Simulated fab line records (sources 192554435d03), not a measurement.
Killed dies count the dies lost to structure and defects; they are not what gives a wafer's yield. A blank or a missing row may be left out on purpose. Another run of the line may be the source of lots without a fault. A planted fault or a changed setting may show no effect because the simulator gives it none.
Chamber matching / flow n5 finfet / rie diel-06 running N5_FIN_SAQP_ETCH_51: 4 sister chambers
The step etches SiARC in CF4, target depth 45.5 nm, time 75.8 s. 16 wafers are shown with their chamber, then 8 later ones without.

== WAFERS PAIRED WITH THEIR CHAMBERS ==
wafer=L075.2; chamber=3; drypump motor current A (A)=5.25; showerhead plenum p Torr (Torr)=2.22; throttle valve pct (%)=15.45
wafer=L075.3; chamber=1; drypump motor current A (A)=5.63; showerhead plenum p Torr (Torr)=2.12; throttle valve pct (%)=15.29
wafer=L075.5; chamber=3; drypump motor current A (A)=5.25; showerhead plenum p Torr (Torr)=2.22; throttle valve pct (%)=15.45
wafer=L077.3; chamber=1; drypump motor current A (A)=5.61; showerhead plenum p Torr (Torr)=2.11; throttle valve pct (%)=15.30
wafer=L077.5; chamber=3; drypump motor current A (A)=5.27; showerhead plenum p Torr (Torr)=2.21; throttle valve pct (%)=15.46
wafer=L077.6; chamber=1; drypump motor current A (A)=5.59; showerhead plenum p Torr (Torr)=2.11; throttle valve pct (%)=15.31
wafer=L079.2; chamber=3; drypump motor current A (A)=5.27; showerhead plenum p Torr (Torr)=2.21; throttle valve pct (%)=15.48
wafer=L079.4; chamber=0; drypump motor current A (A)=5.58; showerhead plenum p Torr (Torr)=2.28; throttle valve pct (%)=15.51
wafer=L079.6; chamber=3; drypump motor current A (A)=5.27; showerhead plenum p Torr (Torr)=2.21; throttle valve pct (%)=15.47
wafer=L085.2; chamber=2; drypump motor current A (A)=5.74; showerhead plenum p Torr (Torr)=2.29; throttle valve pct (%)=15.17
wafer=L085.3; chamber=3; drypump motor current A (A)=5.26; showerhead plenum p Torr (Torr)=2.21; throttle valve pct (%)=15.51
wafer=L085.6; chamber=3; drypump motor current A (A)=5.26; showerhead plenum p Torr (Torr)=2.21; throttle valve pct (%)=15.50
wafer=L089.2; chamber=0; drypump motor current A (A)=5.60; showerhead plenum p Torr (Torr)=2.27; throttle valve pct (%)=15.57
wafer=L089.4; chamber=1; drypump motor current A (A)=5.60; showerhead plenum p Torr (Torr)=2.11; throttle valve pct (%)=15.36
wafer=L089.5; chamber=3; drypump motor current A (A)=5.26; showerhead plenum p Torr (Torr)=2.21; throttle valve pct (%)=15.52
wafer=L092.4; chamber=3; drypump motor current A (A)=5.25; showerhead plenum p Torr (Torr)=2.20; throttle valve pct (%)=15.55

SIGNATURES (averages over the wafers above)
reading=drypump motor current A; chamber 0=5.5900; chamber 1=5.6075; chamber 2=5.7400; chamber 3=5.2600; scatter within a chamber=0.0118
reading=showerhead plenum p Torr; chamber 0=2.2750; chamber 1=2.1125; chamber 2=2.2900; chamber 3=2.2111; scatter within a chamber=0.00587
reading=throttle valve pct; chamber 0=15.5400; chamber 1=15.3150; chamber 2=15.1700; chamber 3=15.4878; scatter within a chamber=0.0345
Rule: for each reading, subtract the chamber's mean from the wafer's reading, divide by that reading's scatter and square the result; add these up over the readings and take the root, which gives the wafer's distance from the chamber. The wafer belongs to the nearest chamber; if the next one is less than 2 further off, it can't be placed. The scatter is the square root of a quotient: the sum, over the shown wafers, of each reading's squared deviation from its chamber's mean, divided by wafers minus chambers.

== WAFERS MISSING THEIR CHAMBER ==
wafer=L092.5; drypump motor current A (A)=5.60; showerhead plenum p Torr (Torr)=2.10; throttle valve pct (%)=15.37
wafer=L092.6; drypump motor current A (A)=5.73; showerhead plenum p Torr (Torr)=2.28; throttle valve pct (%)=15.19
wafer=L094.1; drypump motor current A (A)=5.60; showerhead plenum p Torr (Torr)=2.10; throttle valve pct (%)=15.38
wafer=L094.2; drypump motor current A (A)=5.76; showerhead plenum p Torr (Torr)=2.28; throttle valve pct (%)=15.21
wafer=L094.3; drypump motor current A (A)=5.28; showerhead plenum p Torr (Torr)=2.20; throttle valve pct (%)=15.53
wafer=L097.1; drypump motor current A (A)=5.61; showerhead plenum p Torr (Torr)=2.10; throttle valve pct (%)=15.39
wafer=L097.5; drypump motor current A (A)=5.26; showerhead plenum p Torr (Torr)=2.20; throttle valve pct (%)=15.55
wafer=L097.6; drypump motor current A (A)=5.78; showerhead plenum p Torr (Torr)=2.28; throttle valve pct (%)=15.23

== WHICH CHAMBER EACH WENT THROUGH ==
wafer=L092.5; from the rows above=1; in truth=1
wafer=L092.6; from the rows above=2; in truth=2
wafer=L094.1; from the rows above=1; in truth=1
wafer=L094.2; from the rows above=2; in truth=2
wafer=L094.3; from the rows above=3; in truth=3
wafer=L097.1; from the rows above=1; in truth=1
wafer=L097.5; from the rows above=3; in truth=3
wafer=L097.6; from the rows above=2; in truth=2
Correct placement for 8 of the 8. Left unplaced by these rows: 0. Placed wrongly: 0.
